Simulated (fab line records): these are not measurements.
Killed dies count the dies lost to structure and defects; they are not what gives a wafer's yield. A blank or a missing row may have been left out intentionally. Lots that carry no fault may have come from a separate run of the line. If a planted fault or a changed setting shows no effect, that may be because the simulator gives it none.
Matching of chambers ; flow nand_harc ; 4 sister chambers for NHARC_A_STAIRCASE_ETCH_292 on rie_diel-13
The step etches the open film in CF4/CHF3. 20 wafers are shown with their chamber, then 10 later ones without.

WAFERS WITH THEIR CHAMBER
wafer;chamber;drypump_motor_current_A (A);showerhead_plenum_p_Torr (Torr);oes_product_au (a.u.)
L074.1;3;6.2;1.56;0.916
L074.2;1;5.6;1.53;0.941
L074.5;2;5.9;1.54;0.898
L082.2;3;6.3;1.55;0.921
L082.4;1;5.6;1.53;0.948
L082.6;3;6.2;1.55;0.923
L084.1;0;5.4;1.58;0.930
L084.2;2;5.9;1.53;0.922
L084.3;3;6.2;1.55;0.921
L083.2;0;5.4;1.58;0.922
L083.3;1;5.7;1.52;0.928
L083.5;3;6.2;1.55;0.906
L087.1;0;5.4;1.58;0.931
L087.2;2;5.9;1.53;0.918
L087.6;1;5.6;1.52;0.943
L090.1;1;5.7;1.52;0.939
L090.2;3;6.3;1.54;0.908
L090.3;0;5.4;1.58;0.908
L093.3;3;6.2;1.54;0.909
L093.5;0;5.4;1.58;0.923

SIGNATURES (means of the wafers above)
reading;chamber 0;chamber 1;chamber 2;chamber 3;scatter within a chamber
drypump_motor_current_A;5.400;5.640;5.900;6.229;0.0405
showerhead_plenum_p_Torr;1.5800;1.5240;1.5333;1.5486;0.00543
oes_product_au;0.92280;0.93980;0.91267;0.91486;0.00863
Rule: a wafer lies at a distance from a chamber equal to the root of the sum of squares, over the readings, of (its reading less the chamber's mean, divided by the reading's scatter). The wafer belongs to the nearest chamber; if the next one is less than 2 further off, it can't be placed. The scatter is the square root of a quotient: the sum, over the shown wafers, of each reading's squared deviation from its chamber's mean, divided by wafers minus chambers.

WAFERS MISSING THEIR CHAMBER
wafer;drypump_motor_current_A (A);showerhead_plenum_p_Torr (Torr);oes_product_au (a.u.)
L093.6;5.6;1.52;0.927
L094.1;5.4;1.57;0.924
L094.4;5.6;1.52;0.926
L094.5;6.2;1.54;0.893
L095.1;5.9;1.52;0.952
L095.4;5.7;1.52;0.987
L095.5;5.9;1.52;0.961
L097.1;5.6;1.52;0.917
L097.3;6.2;1.54;0.909
L097.4;5.3;1.57;0.923

WHICH CHAMBER EACH WENT THROUGH
wafer;from the rows above;in truth
L093.6;1;1
L094.1;0;0
L094.4;1;1
L094.5;3;3
L095.1;can't be placed: 2 or 1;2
L095.4;1;1
L095.5;can't be placed: 2 or 1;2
L097.1;1;1
L097.3;3;3
L097.4;0;0
8 of 10 placed correctly. Cannot be placed on the basis of these rows: 2; the candidates contain the true chamber in 2. Placed wrongly: 0.
